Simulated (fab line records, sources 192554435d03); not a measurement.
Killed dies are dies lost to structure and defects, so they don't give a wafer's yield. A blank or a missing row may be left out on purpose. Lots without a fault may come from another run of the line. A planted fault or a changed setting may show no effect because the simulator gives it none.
Chamber matching | flow n5_finfet | N5_HKMG_FIN_STRIP_89 on rie_diel-05: 4 sister chambers
The step strips SOC in N2/H2, time 20 s. 4 wafers are shown with their chamber, then 7 later ones without.

WAFERS WITH THEIR CHAMBER
wafer  | chamber | drypump_motor_current_A (A)
L079.2 | 1       | 5.1
L082.1 | 2       | 6.3
L087.1 | 3       | 5.7
L087.3 | 0       | 5.7

WAFERS WITHOUT THEIR CHAMBER
wafer  | drypump_motor_current_A (A)
L087.5 | 5.7
L090.3 | 5.7
L090.5 | 5.7
L090.6 | 6.2
L097.1 | 5.1
L097.2 | 5.7
L097.3 | 5.6

WHICH CHAMBER EACH WENT THROUGH
wafer  | from the rows above     | in truth
L087.5 | can't be placed: 0 or 3 | 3
L090.3 | can't be placed: 0 or 3 | 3
L090.5 | can't be placed: 0 or 3 | 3
L090.6 | 2                       | 2
L097.1 | 1                       | 1
L097.2 | can't be placed: 0 or 3 | 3
L097.3 | can't be placed: 0 or 3 | 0
Placed correctly: 2 of 7. Can't be placed from these rows: 5 (the true chamber is among the candidates in 5). Placed wrongly: 0.
How it was worked out, from the rows above alone: a wafer's distance from a chamber is the root of the sum, over the readings, of the square of ((its reading less the chamber's mean) divided by the reading's scatter). The wafer belongs to the nearest chamber; if the next one is less than 2 further off, it can't be placed. A chamber's mean is the mean of its shown wafers. The scatter: with one shown wafer a chamber, the root of the mean of the squares of how far each hidden wafer lies from its nearest shown one.
